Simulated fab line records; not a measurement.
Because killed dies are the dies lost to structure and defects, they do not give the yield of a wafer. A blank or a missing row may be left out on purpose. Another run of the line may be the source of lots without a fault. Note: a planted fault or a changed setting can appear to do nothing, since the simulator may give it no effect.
fab line records    flow nandHarc
[record] lots = 6  wafers = 18  lastDay = 32
route steps=1302 shown A_M0@1164 A_M1@1169 END@1302
lots that met no fault: taken from a fault-free run of the same line
startH: hours from the record's first day to the start of the lot's first wafer shown    waitH: hours from the lot's prior step to this one    " unchanged from the row above    L1.1+2: a row that stands for several wafers    - no value, or no start given    * or withheld: withheld    < > ~ a bound
route shown NAME@n: NAME is a module with steps in the file, n the number in the route of the first one    usual: mean and standard deviation over wafers with no fault    same: alike in all rows    chamber/n: place in a boat    sites: the reading at each site    _std_site: their standard deviation    _edge_site: outer sites' mean less inner sites'    radiusMm: for every site, how far away it sits from the centre of the wafer    mask NAME#n: copy n    behind: the most recent tool/chamber to have shaped the wafer    hold: reason for holding the lot/hours on hold/outcome of the hold    device: the transistor (n, p or np) that didn't switch    end of line: tests run on the same wafers once the route is complete    for a step that has no rows: nothing shown but its recipe    killed: the dies lost at the first sort to structure and to defects; this is not the yield of the wafer    map: per-die view of a wafer (x killed, . not killed, _ where there is no die)
set.NAME: the setting the step ran with; set.NAME@STEP: the setting that earlier step ran with    model.NAME: the simulator's own value behind a step, which no gauge read
a table for each step, a row for each wafer; lots at some steps of the route
services: when a tool's chamber went out of use (startH, in hours from the record's first day, below 0 if earlier), for how many hours, and the reason
[[steps]]
[step NHARC_A_M0_SRD_25]
[step NHARC_A_M0_INSPECT_27]
[usual] rawDefectCount = 497/110
lot.wafer  tool              chamber  startH  waitH  rawDefectCount
L352.4     defectInspect-01  -        557.33  0.0    595
L352.5     "                 -        "       "      537
L352.6     "                 -        "       "      680
L354.2     defectInspect-02  -        577.72  0.0    459
L354.3     "                 -        "       "      533
L354.5     "                 -        "       "      487
L361.1     defectInspect-01  -        672.08  0.0    563
L361.2     "                 -        "       "      490
L361.4     "                 -        "       "      566
L363.2     defectInspect-01  -        688.93  0.0    557
L363.3     "                 -        "       "      555
L363.5     "                 -        "       "      632
L367.1     defectInspect-02  -        717.59  0.0    411
L367.2     "                 -        "       "      436
L367.6     "                 -        "       "      586
L369.4     defectInspect-02  -        729.71  0.0    420
L369.5     "                 -        "       "      637
L369.6     "                 -        "       "      507
[step NHARC_A_M0_PRE_CLEAN_31]
[recipe] timeS = 12  tempC = 370  rfPowerW = 300  gas = NH3
[usual] heaterPowerW = 619/75
lot.wafer  tool      chamber  startH  waitH  heaterPowerW
L352.5     pecvd-01  0        557.44  0.1    683
L352.4     "         1        "       "      697
L352.6     "         2        "       "      710
L354.2     pecvd-01  2        577.80  0.1    608
L354.3     "         0        "       "      667
L354.5     "         0        "       "      663
L361.1     pecvd-01  1        672.16  0.1    640
L361.2     "         2        "       "      655
L361.4     "         1        "       "      645
L363.2     pecvd-01  2        689.00  0.1    620
L363.3     "         1        "       "      729
L363.5     "         1        "       "      733
L367.1     pecvd-01  0        717.66  0.1    620
L367.2     "         2        "       "      618
L367.6     "         2        "       "      624
L369.4     pecvd-01  0        729.81  0.1    696
L369.5     "         1        "       "      675
L369.6     "         2        "       "      663
[step NHARC_A_M0_DEP_32]
[recipe] targetThkA = 300  tempC = 370  targetThkNm = 30  pressureTorr = 3  flowSccm = 200  rfW = 450  material = SiCN
[usual] chamberPressureTorr = 3.000/0.0075  heaterPowerW = 560/72
lot.wafer  tool      chamber  startH  waitH  chamberPressureTorr  heaterPowerW
L352.5     pecvd-01  0        557.61  0.2    3.007                631
L352.4     "         1        "       "      3.012                636
L352.6     "         2        "       "      2.996                588
L354.2     pecvd-01  2        577.91  0.1    3.008                641
L354.3     "         0        "       "      2.997                631
L354.5     "         0        "       "      2.997                632
L361.1     pecvd-01  1        672.27  0.1    2.999                577
L361.2     "         2        "       "      2.992                663
L361.4     "         1        "       "      2.994                561
L363.2     pecvd-01  2        689.07  0.1    3.000                617
L363.3     "         1        "       "      3.013                659
L363.5     "         1        "       "      3.014                671
L367.1     pecvd-01  0        717.74  0.1    3.003                576
L367.2     "         2        "       "      2.990                621
L367.6     "         2        "       "      2.995                611
L369.4     pecvd-01  0        729.98  0.2    3.005                579
L369.5     "         1        "       "      2.997                551
L369.6     "         2        "       "      2.992                609
[step NHARC_A_M1_DEP_00]
[recipe] targetThkA = 1825  targetThkNm = 182.5  tempC = withheld  pressureTorr = 5  flowSccm = 200  rfW = 600  material = SiOC
[step NHARC_A_M1_DEHYDRATE_01]
[recipe] tempC = 150  timeS = 120
[step NHARC_A_M1_HMDS_02]
[recipe] timeS = 30
[step NHARC_A_M1_COAT_34]
[recipe] tempC = 200  timeS = 65
[step NHARC_A_M1_COAT_03]
[recipe] spinRpm = 1500  resistThkNm = 90
[step NHARC_A_M1_SOFTBAKE_04]
[recipe] tempC = 105  timeS = 55
[step NHARC_A_M1_EBR_05]
[step NHARC_A_M1_EXPOSE_06]
[recipe] na = 1.35  targetCdNm = 120  doseMj = 75.13  maskId = A_M1
[usual] exposureDoseMJCm2 = 75.08/0.083
lot.wafer  tool            chamber  startH  waitH  mask    exposureDoseMJCm2
L352.4     arfiScanner-01  0        558.60  -      A_M1#0  75.01
L352.5     "               0        "       "      A_M1#0  75.07
L352.6     "               0        "       "      A_M1#0  75.03
L354.2     arfiScanner-03  0        578.98  -      A_M1#0  75.17
L354.3     "               0        "       "      A_M1#0  75.12
L354.5     "               0        "       "      A_M1#0  75.06
L361.1     arfiScanner-01  0        673.47  -      A_M1#0  45.30
L361.2     "               0        "       "      A_M1#0  45.32
L361.4     "               0        "       "      A_M1#0  45.34
L363.2     arfiScanner-01  0        690.04  -      A_M1#0  52.89
L363.3     "               0        "       "      A_M1#0  52.80
L363.5     "               0        "       "      A_M1#0  52.81
L367.1     arfiScanner-03  0        718.85  -      A_M1#0  75.06
L367.2     "               0        "       "      A_M1#0  75.02
L367.6     "               0        "       "      A_M1#0  74.96
L369.4     arfiScanner-02  0        730.97  -      A_M1#0  75.09
L369.5     "               0        "       "      A_M1#0  75.09
L369.6     "               0        "       "      A_M1#0  75.13
[step NHARC_A_M1_PEB_07]
[recipe] pebTempC = 100  pebTimeS = 65
[step NHARC_A_M1_DEVELOP_08]
[recipe] developTimeS = 35  devTempC = 23
[step NHARC_A_M1_CD_MEAS_09]
[recipe] targetCdNm = 120  landingEnergyEv = 500
[usual] cdNm = 120.2/0.9
lot.wafer  tool      chamber  startH  waitH  cdNm
L352.4     cdSem-03  0        558.73  -      119.4
L352.5     "         0        "       "      120.4
L352.6     "         0        "       "      120.1
L354.2     cdSem-02  0        579.12  -      119.4
L354.3     "         0        "       "      118.6
L354.5     "         0        "       "      119.6
L361.1     cdSem-01  0        673.61  -      90.3
L361.2     "         0        "       "      89.3
L361.4     "         0        "       "      90.5
L363.2     cdSem-01  0        690.18  -      99.0
L363.3     "         0        "       "      98.8
L363.5     "         0        "       "      100.4
L367.1     cdSem-02  0        718.99  -      119.9
L367.2     "         0        "       "      118.5
L367.6     "         0        "       "      119.6
L369.4     cdSem-02  0        731.11  -      121.0
L369.5     "         0        "       "      121.4
L369.6     "         0        "       "      120.9
[step NHARC_A_M1_OVL_MEAS_10]
[recipe] pitchNm = 240
[usual] overlayXNm = 0.1/0.84  overlayYNm = 0.2/0.85
lot.wafer  tool        chamber  startH  waitH  overlayXNm  overlayYNm
L352.4     overlay-02  -        558.82  -      0.9         0.2
L352.5     "           -        "       "      0.7         0.0
L352.6     "           -        "       "      0.7         -0.3
L354.2     overlay-02  -        579.21  -      0.0         1.3
L354.3     "           -        "       "      0.2         1.6
L354.5     "           -        "       "      -0.4        1.0
L361.1     overlay-01  -        673.70  -      0.3         0.7
L361.2     "           -        "       "      -0.3        1.0
L361.4     "           -        "       "      -0.2        0.8
L363.2     overlay-01  -        690.27  -      0.5         0.5
L363.3     "           -        "       "      1.3         1.0
L363.5     "           -        "       "      1.0         0.5
L367.1     overlay-01  -        719.08  -      0.7         0.2
L367.2     "           -        "       "      0.8         -0.1
L367.6     "           -        "       "      1.5         -0.4
L369.4     overlay-01  -        731.19  -      -0.8        -0.1
L369.5     "           -        "       "      -1.1        -0.3
L369.6     "           -        "       "      -1.1        -0.4
[step NHARC_A_M1_INSPECT_11]
[usual] rawDefectCount = 83/39
lot.wafer  tool              chamber  startH  waitH  rawDefectCount
L352.4     defectInspect-02  -        558.85  0.0    87
L352.5     "                 -        "       "      116
L352.6     "                 -        "       "      114
L354.2     defectInspect-02  -        579.24  0.0    136
L354.3     "                 -        "       "      141
L354.5     "                 -        "       "      81
L361.1     defectInspect-02  -        673.74  0.0    63
L361.2     "                 -        "       "      58
L361.4     "                 -        "       "      68
L363.2     defectInspect-02  -        690.30  0.0    64
L363.3     "                 -        "       "      67
L363.5     "                 -        "       "      59
L367.1     defectInspect-01  -        719.11  0.0    114
L367.2     "                 -        "       "      96
L367.6     "                 -        "       "      118
L369.4     defectInspect-02  -        731.23  0.0    72
L369.5     "                 -        "       "      76
L369.6     "                 -        "       "      69
[step NHARC_A_M1_DESCUM_14]
[recipe] timeS = 3  o2FlowSccm = 200  arFlowSccm = 0  biasPowerW = 0  chemistry = O2
[usual] drypumpMotorCurrentA = 5.70/0.14  oesProductAu = 1.001/0.015  rfVppV = 57.7/0.88  showerheadPlenumPTorr = 1.89/0.077  throttleValvePct = 11.311/0.0097
lot.wafer  tool        chamber  startH  waitH  drypumpMotorCurrentA  oesProductAu  rfHoursCounterH  rfVppV  showerheadPlenumPTorr  throttleValvePct  model.A_M1.cdNm
L352.4     rieDiel-06  1        558.94  0.1    5.62                  0.981         2                56.6    1.78                   11.306            119.6
L352.6     "           2        "       "      5.86                  1.012         -                57.5    1.86                   11.309            120.1
L352.5     "           3        "       "      5.55                  1.023         -                58.2    2.04                   11.312            119.3
L354.2     rieDiel-06  3        579.31  0.1    5.53                  1.024         3                58.9    2.04                   11.312            119
L354.3     "           0        "       "      5.54                  1.003         2                56.5    1.81                   11.305            118.6
L354.5     "           2        "       "      5.84                  1.000         -                56.7    1.86                   11.309            119.3
L361.2     rieDiel-08  0        673.80  0.1    5.82                  0.990         6                58.1    1.86                   11.324            90.24
L361.1     "           1        "       "      5.68                  1.008         8                57.4    1.90                   11.325            91.41
L361.4     "           3        "       "      5.88                  0.988         8                58.4    1.91                   11.305            91.37
L363.2     rieDiel-06  2        690.36  0.1    5.85                  1.003         0                57.8    1.86                   11.309            98.93
L363.3     "           1        "       "      5.62                  0.996         0                57.5    1.78                   11.295            99.77
L363.5     "           2        "       "      5.86                  0.991         -                58.4    1.86                   11.323            100.4
L367.2     rieDiel-08  2        719.18  0.1    5.59                  0.988         11               58.4    1.90                   11.311            118.7
L367.1     "           0        "       "      5.84                  0.993         9                55.2    1.86                   11.343            119.7
L367.6     "           2        "       "      5.58                  0.979         -                58.3    1.90                   11.323            119.3
L369.4     rieDiel-08  3        731.30  0.1    5.90                  0.998         0                57.8    1.91                   11.307            122.1
L369.6     "           1        "       "      5.72                  0.986         -                57.4    1.90                   11.321            121
L369.5     "           2        "       "      5.61                  0.993         -                58.8    1.90                   11.311            122
[step NHARC_A_M1_ETCH_35]
[recipe] targetDepthA = 400  overetchA = 120  timeS = 43.94  ionEnergyEv = 200  n2FlowSccm = 150  h2FlowSccm = 150  arFlowSccm = 0  rfW = 400  biasW = 150  chemistry = N2/H2
[usual] drypumpMotorCurrentA = 5.70/0.14  n2FlowSccm = 150.0/0.44  oesProductAu = 0.999/0.016  rfVppV = 429.6/2.5  showerheadPlenumPTorr = 2.01/0.085  throttleValvePct = 14.170/0.0075
lot.wafer  tool        chamber  startH  waitH  drypumpMotorCurrentA  n2FlowSccm  oesProductAu  rfHoursCounterH  rfVppV  showerheadPlenumPTorr  throttleValvePct
L352.4     rieDiel-06  2        559.00  0.1    5.84                  150.0       1.003         2                427.6   1.98                   14.179
L352.6     "           1        "       "      5.63                  150.4       0.988         -                426.6   1.89                   14.165
L352.5     "           2        "       "      5.85                  150.1       0.997         -                428.7   1.98                   14.168
L354.2     rieDiel-06  0        579.39  0.1    5.56                  149.4       1.002         2                427.8   1.92                   14.177
L354.3     "           3        "       "      5.57                  150.0       1.020         3                435.3   2.18                   14.173
L354.5     "           0        "       "      5.57                  149.4       1.002         -                428.6   1.92                   14.160
L361.4     rieDiel-08  0        673.89  0.1    5.80                  150.6       0.971         6                429.1   1.98                   14.183
L361.2     "           1        "       "      5.67                  150.5       0.992         8                430.7   2.02                   14.162
L361.1     "           3        "       "      5.89                  149.7       0.979         8                429.6   2.04                   14.166
L363.2     rieDiel-06  3        690.45  0.1    5.55                  150.6       1.004         0                433.7   2.18                   14.172
L363.3     "           2        "       "      5.87                  150.3       0.992         0                429.7   1.98                   14.162
L363.5     "           3        "       "      5.56                  149.8       1.002         -                433.5   2.18                   14.170
L367.1     rieDiel-08  2        719.26  0.1    5.55                  150.1       0.981         11               429.5   2.03                   14.162
L367.2     "           0        "       "      5.84                  149.8       0.986         9                428.2   1.98                   14.183
L367.6     "           3        "       "      5.91                  149.5       0.975         -                428.9   2.04                   14.164
L369.4     rieDiel-08  0        731.39  0.1    5.80                  149.6       1.028         0                429.1   1.98                   14.182
L369.6     "           1        "       "      5.70                  150.7       0.975         -                430.1   2.02                   14.174
L369.5     "           2        "       "      5.58                  150.0       1.001         -                428.8   2.03                   14.163
[step NHARC_A_M1_ETCH_15]
[recipe] targetDepthA = 1825  timeS = 91.2  c4f8FlowSccm = withheld  arFlowSccm = 400  rfW = 600  biasW = 300  chemistry = C4F8/Ar
[usual] oesProductAu = 0.953/0.026  rfVppV = 439.9/2.6
lot.wafer  tool        chamber  startH  waitH  oesProductAu  rfHoursCounterH  rfVppV
L352.4     rieDiel-06  2        -       -      0.974         2                439.1
L352.5     "           0        "       "      0.974         -                437.5
L352.6     "           1        "       "      0.969         -                435.7
L354.2     rieDiel-06  3        -       -      0.980         3                444.1
L354.3     "           0        "       "      0.971         2                438.0
L354.5     "           1        "       "      0.970         -                436.0
L361.2     rieDiel-08  2        -       -      0.915         9                440.9
L361.4     "           3        "       "      0.899         8                439.5
L361.1     "           1        "       "      0.919         8                440.0
L363.3     rieDiel-06  1        -       -      0.980         0                435.0
L363.2     "           3        "       "      0.957         0                444.3
L363.5     "           2        "       "      0.948         -                438.4
L367.1     rieDiel-08  2        -       -      0.920         11               439.2
L367.2     "           3        "       "      0.910         11               441.4
L367.6     "           1        "       "      0.931         -                441.1
L369.4     rieDiel-08  2        -       -      0.945         0                440.0
L369.6     "           1        "       "      0.944         -                440.1
L369.5     "           2        "       "      0.961         -                439.6
[step NHARC_A_M1_CD_MEAS_16]
[usual] cdNm = 120.3/1.1
lot.wafer  tool      chamber  startH  waitH  cdNm
L352.4     cdSem-01  -        559.22  -      119.9
L352.5     "         -        "       "      119.9
L352.6     "         -        "       "      120.5
L354.2     cdSem-03  -        579.61  -      119.3
L354.3     "         -        "       "      119.3
L354.5     "         -        "       "      119.8
L361.1     cdSem-02  -        674.11  -      91.4
L361.2     "         -        "       "      90.6
L361.4     "         -        "       "      91.4
L363.2     cdSem-03  -        690.67  -      99.8
L363.3     "         -        "       "      99.7
L363.5     "         -        "       "      100.6
L367.1     cdSem-01  -        719.48  -      119.0
L367.2     "         -        "       "      118.5
L367.6     "         -        "       "      119.0
L369.4     cdSem-02  -        731.60  -      121.8
L369.5     "         -        "       "      121.6
L369.6     "         -        "       "      122.1
[step NHARC_A_M1_STRIP_18]
[recipe] powerW = 1000  n2FlowSccm = 150  h2FlowSccm = 150  arFlowSccm = 0  biasW = 0  chemistry = N2/H2
[usual] drypumpMotorCurrentA = 5.82/0.21  n2FlowSccm = 150.0/0.48  oesProductAu = 1.002/0.013  rfVppV = 90.7/0.88  showerheadPlenumPTorr = 2.03/0.096  throttleValvePct = 14.171/0.0098
lot.wafer  tool        chamber  startH  waitH  drypumpMotorCurrentA  n2FlowSccm  oesProductAu  rfHoursCounterH  rfVppV  showerheadPlenumPTorr  throttleValvePct
L352.4     rieDiel-10  0        559.29  0.1    5.95                  148.9       0.986         6.4              92.0    2.18                   14.189
L352.6     "           0        "       "      5.97                  149.1       0.993         -                91.9    2.18                   14.169
L352.5     "           1        "       "      5.94                  149.6       1.007         -                90.2    1.97                   14.169
L354.3     rieDiel-08  1        579.69  0.1    5.68                  150.1       1.011         1.8              89.5    2.03                   14.174
L354.2     "           2        "       "      5.57                  149.8       1.011         1.4              91.0    2.03                   14.161
L354.5     "           2        "       "      5.61                  149.5       1.004         -                90.6    2.03                   14.159
L361.1     rieDiel-10  2        674.20  0.1    5.73                  149.2       1.011         5.0              90.4    1.98                   14.177
L361.4     "           3        "       "      6.23                  150.2       1.003         5.2              93.1    2.08                   14.158
L361.2     "           0        "       "      5.95                  150.3       0.998         4.9              90.6    2.18                   14.171
L363.3     rieDiel-10  3        690.77  0.1    6.20                  150.2       1.008         6.7              90.3    2.08                   14.164
L363.2     "           1        "       "      5.94                  149.8       1.038         4.8              89.6    1.97                   14.163
L363.5     "           3        "       "      6.20                  150.8       1.009         -                90.6    2.08                   14.167
L367.1     rieDiel-06  1        719.58  0.1    5.62                  150.1       1.019         1.1              89.5    1.89                   14.151
L367.2     "           2        "       "      5.87                  150.8       1.005         1.6              90.9    1.98                   14.182
L367.6     "           0        "       "      5.53                  150.1       1.001         -                89.9    1.92                   14.158
L369.4     rieDiel-06  2        731.74  0.1    5.86                  149.4       0.997         2.0              90.8    1.98                   14.155
L369.6     "           3        "       "      5.56                  149.9       0.997         -                91.0    2.18                   14.167
L369.5     "           0        "       "      5.55                  150.4       1.003         -                88.5    1.92                   14.159
[step NHARC_A_M1_ETCH_28]
[recipe] targetDepthA = 300  overEtchFrac = 0.3  timeS = 72.99  ionEnergyEv = 150  cf4FlowSccm = 50  n2FlowSccm = 100  arFlowSccm = 150  rfW = 300  biasW = 100  chemistry = CF4/N2
[usual] drypumpMotorCurrentA = 5.82/0.21  n2FlowSccm = 100.04/0.29  oesProductAu = 1.001/0.012  rfVppV = 313.9/2  showerheadPlenumPTorr = 2.62/0.11  throttleValvePct = 19.794/0.0088
lot.wafer  tool        chamber  startH  waitH  drypumpMotorCurrentA  n2FlowSccm  oesProductAu  rfHoursCounterH  rfVppV  showerheadPlenumPTorr  throttleValvePct  model.A_M1.cdNm
L352.4     rieDiel-10  0        -       -      5.99                  100.51      0.991         6.4              317.3   2.80                   19.805            119.2
L352.6     "           1        "       "      5.96                  100.12      1.012         -                313.6   2.54                   19.801            119.8
L352.5     "           2        "       "      5.77                  100.17      0.999         -                314.0   2.56                   19.785            120.1
L354.2     rieDiel-08  1        -       -      5.66                  100.11      1.007         1.9              315.1   2.61                   19.796            119.7
L354.3     "           3        "       "      5.90                  100.06      0.987         1.4              313.0   2.63                   19.797            119.2
L354.5     "           1        "       "      5.68                  99.98       1.004         -                314.0   2.61                   19.796            119.8
L361.4     rieDiel-10  3        -       -      6.20                  100.07      1.007         5.3              313.3   2.67                   19.801            91.35
L361.2     "           0        "       "      5.94                  100.17      1.002         4.9              316.5   2.79                   19.792            89.89
L361.1     "           2        "       "      5.74                  99.92       1.015         5.1              313.1   2.56                   19.776            91.06
L363.2     rieDiel-10  2        -       -      5.74                  100.15      1.010         6.8              313.7   2.55                   19.811            100
L363.3     "           3        "       "      6.21                  99.88       1.017         6.7              315.7   2.67                   19.797            99.27
L363.5     "           2        "       "      5.72                  100.47      1.008         -                313.7   2.55                   19.780            100.6
L367.1     rieDiel-06  3        -       -      5.56                  99.72       1.001         1.6              317.4   2.79                   19.805            118.3
L367.2     "           0        "       "      5.55                  99.91       0.997         1.8              310.6   2.48                   19.790            119.3
L367.6     "           1        "       "      5.63                  100.07      1.017         -                308.2   2.45                   19.785            119.5
L369.4     rieDiel-06  0        -       -      5.56                  99.91       1.006         2.1              311.6   2.48                   19.788            121.6
L369.6     "           3        "       "      5.56                  100.33      0.998         -                316.6   2.79                   19.802            122.1
L369.5     "           0        "       "      5.55                  99.93       0.996         -                312.7   2.48                   19.793            121.4
[step NHARC_A_M1_STRIP_19]
[recipe] timeS = 600  tempC = 30  chemistry = postEtchResidueRemover
[step NHARC_END_SORT_01]
[recipe] tempC = 25
[usual] defectLimitedYield = 91/3  killedAtArray = 56/20  killedAtOther = 0.9/1.1  killedAtPeriphery = 3.7/3  killedDies = 61/21  killedOpen = 2.9/1.6  killedShort = 2.6/1.4
[same] grossDies = 677
lot.wafer  tool       chamber  startH  waitH  defectLimitedYield[%]  killedAtArray  killedAtOther  killedAtPeriphery  killedDies  killedOpen  killedShort
L354.2     prober-02  0        615.75  2.8    88                     82             0              1                  83          2           3
L354.3     prober-02  0        616.56  3.1    86                     93             0              2                  95          0           1
L354.5     prober-02  0        618.17  3.7    91                     62             0              2                  64          4           0
L361.1     prober-02  0        708.63  2.5    2                      664            0              1                  665         6           3
L361.2     prober-02  0        709.43  2.8    1                      668            0              2                  670         2           1
L361.4     prober-02  0        711.02  3.4    4                      651            1              0                  652         0           2
L369.4     prober-02  0        775.29  3.4    92                     53             3              1                  57          5           3
L369.5     prober-02  0        776.10  3.7    91                     59             2              1                  62          2           5
L369.6     prober-02  0        776.91  4.0    91                     58             3              1                  62          4           3
// killed by level:class
L354.2 A_SLIT:chamberFilmFlake=32 A_CHANNEL_HOLE_D2:chamberFilmFlake=24 A_CONTACT:chamberFilmFlake=8 A_CHANNEL_HOLE_D1:chamberFilmFlake=4 A_CHANNEL_FILL_D1:chamberFilmFlake=3 A_SGD_CUT:chamberFilmFlake=3 A_DECK1_JOINT:geometricParticle:short=1 A_CHANNEL_FILL_D2:geometricParticle:open=1
L354.3 A_CHANNEL_HOLE_D2:chamberFilmFlake=39 A_SLIT:chamberFilmFlake=37 A_CONTACT:chamberFilmFlake=9 A_WL_FILL:chamberFilmFlake=4 A_DECK1_JOINT:geometricParticle:short=1 P_ZERO_WELL:chamberFilmFlake=1 P_GATE:chamberFilmFlake=1 A_CHANNEL_HOLE_D1:chamberFilmFlake=1
L354.5 A_CHANNEL_HOLE_D2:chamberFilmFlake=26 A_SLIT:chamberFilmFlake=22 A_CONTACT:chamberFilmFlake=5 P_ZERO_WELL:chamberFilmFlake=2 A_CHANNEL_HOLE_D1:chamberFilmFlake=2 A_SGD_CUT:chamberFilmFlake=2 A_CHANNEL_HOLE_D1:geometricParticle:open=1 A_DECK1_JOINT:geometricParticle:open=1
L361.1 A_M1:areaExpose=606 A_CHANNEL_HOLE_D2:chamberFilmFlake=22 A_CHANNEL_HOLE_D1:chamberFilmFlake=8 A_CONTACT:chamberFilmFlake=7 A_STAIRCASE:chamberFilmFlake=5 A_M0:geometricParticle:open=3 A_CHANNEL_FILL_D2:chamberFilmFlake=2 A_SLIT:chamberFilmFlake=2
L361.2 A_M1:areaExpose=619 A_CHANNEL_HOLE_D2:chamberFilmFlake=28 A_CHANNEL_HOLE_D1:chamberFilmFlake=8 A_CONTACT:chamberFilmFlake=3 A_DECK1_JOINT:chamberFilmFlake=2 A_SLIT:chamberFilmFlake=2 P_M1:geometricParticle:open=1 A_ONON_D1:geometricParticle:short=1
L361.4 A_M1:areaExpose=600 A_CHANNEL_HOLE_D2:chamberFilmFlake=23 A_CHANNEL_HOLE_D1:chamberFilmFlake=8 A_CONTACT:chamberFilmFlake=6 A_STAIRCASE:chamberFilmFlake=5 A_ZERO_WELL:chamberFilmFlake=2 A_BLC:chamberFilmFlake=2 A_CHANNEL_HOLE_D1:geometricParticle:short=1
L369.4 A_SLIT:chamberFilmFlake=37 A_CONTACT:chamberFilmFlake=3 A_M1:geometricParticle:open=2 A_CHANNEL_HOLE_D1:unspecified=2 A_M1:chamberFilmFlake=2 THIN_TSV:chamberFilmFlake=2 P_ZERO_WELL:geometricParticle:open=1 A_SOURCE_PLATE:geometricParticle:short=1
L369.5 A_SLIT:chamberFilmFlake=29 A_CONTACT:chamberFilmFlake=10 A_CHANNEL_HOLE_D1:unspecified=4 A_STAIRCASE:chamberFilmFlake=4 A_M1:chamberFilmFlake=3 A_M0:geometricParticle:short=2 A_WL_FILL:chamberFilmFlake=2 THIN_TSV:chamberFilmFlake=2
L369.6 A_SLIT:chamberFilmFlake=37 A_CONTACT:chamberFilmFlake=11 THIN_TSV:chamberFilmFlake=3 A_ONON_D1:geometricParticle:open=2 A_M1:chamberFilmFlake=2 P_CONTACT:geometricParticle:open=1 A_SOURCE_PLATE:geometricParticle:short=1 A_SOURCE_PLATE:geometricParticle:open=1
[[services]]
tool            chamber  startH  hours  kind
rieDiel-10      3        535.15  4.3    repair
arfiScanner-03  -        540.07  5.2    repair
rieDiel-08      -        545.10  9.0    pm
arfiScanner-02  -        552.22  0.7    repair
arfiScanner-03  -        552.60  2.4    repair
pecvd-01        2        568.56  2.2    repair
rieDiel-10      3        571.54  5.5    repair
arfiScanner-02  -        593.78  0.5    repair
arfiScanner-01  -        596.00  4.0    pm
rieDiel-10      -        596.60  9.0    pm
rieDiel-06      0        615.10  34.5   repair
rieDiel-10      1        627.23  7.4    repair
pecvd-01        2        639.68  22.6   repair
arfiScanner-02  -        656.00  4.0    pm
rieDiel-06      -        661.20  9.0    pm
pecvd-01        -        673.12  13.0   pm
arfiScanner-03  -        676.87  4.0    pm
rieDiel-08      2        687.79  6.7    repair
rieDiel-10      1        696.15  6.3    repair
rieDiel-06      1        697.62  11.9   repair
rieDiel-08      -        722.10  9.0    pm
rieDiel-10      -        722.59  3.4    repair
rieDiel-06      -        728.58  0.2    repair
arfiScanner-03  -        729.05  1.0    repair
[[key]]
[firstSign] step = NHARC_A_M1_EXPOSE_06  reading = exposureDoseMJCm2  direction = down  sigmas = 99+  usual = 75.08  struck = 49.07
[effect] step = NHARC_A_M1_CD_MEAS_09  reading = cdNm  direction = down  sigmas = 28  usual = 120.2  struck = 94.7  through = controlLoop
[effect] step = NHARC_A_M1_CD_MEAS_16  reading = cdNm  direction = down  sigmas = 22  usual = 120.3  struck = 95.6  through = controlLoop
[effect] step = NHARC_END_SORT_01  reading = killedAtArray  direction = up  sigmas = 30  usual = 56  struck = 661
[modelEffect] step = NHARC_A_M1_DESCUM_14  value = A_M1.cdNm  without = 120.9  struck = 95.36
[modelEffect] step = NHARC_A_M1_ETCH_28  value = A_M1.cdNm  without = 120.9  struck = 95.36
[moreKillsBornAt] NHARC_A_M1_EXPOSE_06@arfiScanner-01 = 1825
metAt NHARC_A_M1_EXPOSE_06
struckWafers L361.1,L361.2,L361.4,L363.2,L363.3,L363.5
laterRowsLeftOut L361.1,L361.2,L361.4
sortLeftOut L363.2,L363.3,L363.5
[loopTrim] step = NHARC_A_M1_EXPOSE_06  setting = dose  lots = L363
onsetBetween 558.60 673.47
[fault] kind = processParameterDrift  tool = arfiScanner-01  chamber = -  onsetH = 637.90  steps = NHARC_A_M1_EXPOSE_06  channel = doseMj  offset = -29.854  shape = step  actsIn = theseRecipesOnly  stated = 75.13
// sortLeftOut: the simulated sort isn't trusted on such a fault, so these wafers' sort isn't shown, and their yield isn't known
// laterRowsLeftOut: the simulator's readings of these wafers behind a module that went badly wrong aren't trusted and aren't shown, but for the sort
// loopTrim: a control loop set the setting to another value than it would have without faults
